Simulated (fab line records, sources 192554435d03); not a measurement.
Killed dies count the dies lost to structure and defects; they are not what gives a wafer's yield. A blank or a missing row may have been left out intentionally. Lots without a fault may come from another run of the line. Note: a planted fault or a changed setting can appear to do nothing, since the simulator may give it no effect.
A lot that was struck, set against a sound lot    flow n5Finfet    34 out of 1938 route steps
Sound: these wafers, L682.1, L682.3, L682.4. Struck: wafer L679.3. (L679.1, L679.5 of the same lot were not struck and are left out.) The cause comes at the end.
At each step with rows: each side's tool, then ch and its chambers, then its first start. Under that, the readings that differ: sound wafers    struck wafers    difference of the means    sigmas: that difference in standard deviations of wafers without a fault.
alike: a reading whose means differ by less than 2 such deviations, as well as words and numbers matching on both sides. not compared: withheld readings; readings where some wafer has no value; bounds like >300 that might hide an equal value; numbers whose values overlap and for which the record gives no deviation.
Wherever a step has rows on one side only, a row that says differs or no value, or a row with sigmas, the two part there. When numbers do not overlap yet have no deviation, they are printed without sigmas and do not part them. A reading that every wafer of one side lacks parts them only if that side has two wafers or more.

first, 10 steps without rows for these wafers: N5_BEOL_M8_TRENCH_ETCH_37 (etches SiCOH lowk in C4F6/O2, target depth 93.478 nm, time 31.2 s); N5_BEOL_M8_ETCH_41 (etches SiCN in CH3F/O2, target depth 31.9 nm, time 57.8 s); N5_BEOL_M8_STRIP_80 (strips in N2/H2, time 10 s); N5_BEOL_M8_HM_STRIP_39 (strips TiN in peroxide tin strip, target depth 25 nm, time 158 s); N5_BEOL_M8_SRD_40 (time 30 s); N5_BEOL_M8_PRECLEAN_42 (cleans in residue remover, time 60 s); N5_BEOL_M8_SRD_43 (time 30 s); N5_BEOL_M8_CURE_75 (cures SiCOH lowk, time 120 s); N5_BEOL_M8_DEGAS_44 (time 60 s); N5_BEOL_M8_PRE_CLEAN_45 (time 30 s).
N5_BEOL_M8_ALD_77: deposits TaN, target thk 2 nm, pulse time 2 s, purge time 3 s.
  sound on aldMetal-01 ch 0,1,2, day 14 12:55; struck on aldMetal-03 ch 2, day 15 09:10
  alike: heaterPowerOuterW, heaterPowerW
then, 22 steps without rows for these wafers: N5_BEOL_M8_SURFACE_TREAT_79; N5_BEOL_M8_CVD_78 (deposits Co from CCTBA/H2, target thk 2 nm, time 142.3 s); N5_BEOL_M8_SPUTTER_48 (material Cu, target thk 10 nm, time 1.667 s); N5_BEOL_M8_ECD_50 (material Cu, target thk 300 nm); N5_BEOL_M8_ANNEAL_51 (time 90 s); N5_BEOL_M8_CMP_52 (polishes, stops on SiCOH lowk, t overpolish 6.9 s, target thk 80 nm); N5_BEOL_M8_PRE_CLEAN_55 (time 15 s); N5_BEOL_M8_DEP_56 (deposits SiCN from 3MS/NH3, target thk 10 nm, time 17.5 s); N5_BEOL_M9_ILD_DEP_00 (deposits SiCOH lowk from DEMS/porogen, target thk 308.51 nm, time 58 s); N5_BEOL_M9_CURE_71 (cures SiCOH lowk, time 240 s); N5_BEOL_M9_PECVD_70 (deposits SiO2 from TEOS/O2, target thk 20 nm, time 22.7 s); N5_BEOL_M9_HM_DEP_02 (deposits TiN, target thk 20 nm); N5_BEOL_M9_COAT_59 (time 60 s, resist thk 100 nm); N5_BEOL_M9_COAT_60 (time 60 s, resist thk 30 nm); N5_BEOL_M9_COAT_05 (resist thk 90 nm); N5_BEOL_M9_EBR_07; N5_BEOL_M9_SOFTBAKE_06 (time 60 s); N5_BEOL_M9_EXPOSE_08 (exposes mask M9); N5_BEOL_M9_PEB_09 (peb time 60 s); N5_BEOL_M9_DEVELOP_10 (develop time 30 s); N5_BEOL_M9_DESCUM_16 (chemistry O2, time 7.9 s); N5_BEOL_M9_ETCH_61 (etches SiARC in CF4, target depth 39 nm, time 65 s).
-- here the record skips 3 days between the struck wafers' starts before and after, leaving off in module BEOL_M9 and picking up in module PASSIVATION (first step shown: number 1936 of the route) --
N5_PASSIVATION_PROBE_49:
  only the struck wafers here have rows in the record (prober-01, day 18 12:55); the sound ones have none

## WHERE THEY PART
Only at N5_PASSIVATION_PROBE_49, as far as this record shows.

WHY: what the simulator had put in
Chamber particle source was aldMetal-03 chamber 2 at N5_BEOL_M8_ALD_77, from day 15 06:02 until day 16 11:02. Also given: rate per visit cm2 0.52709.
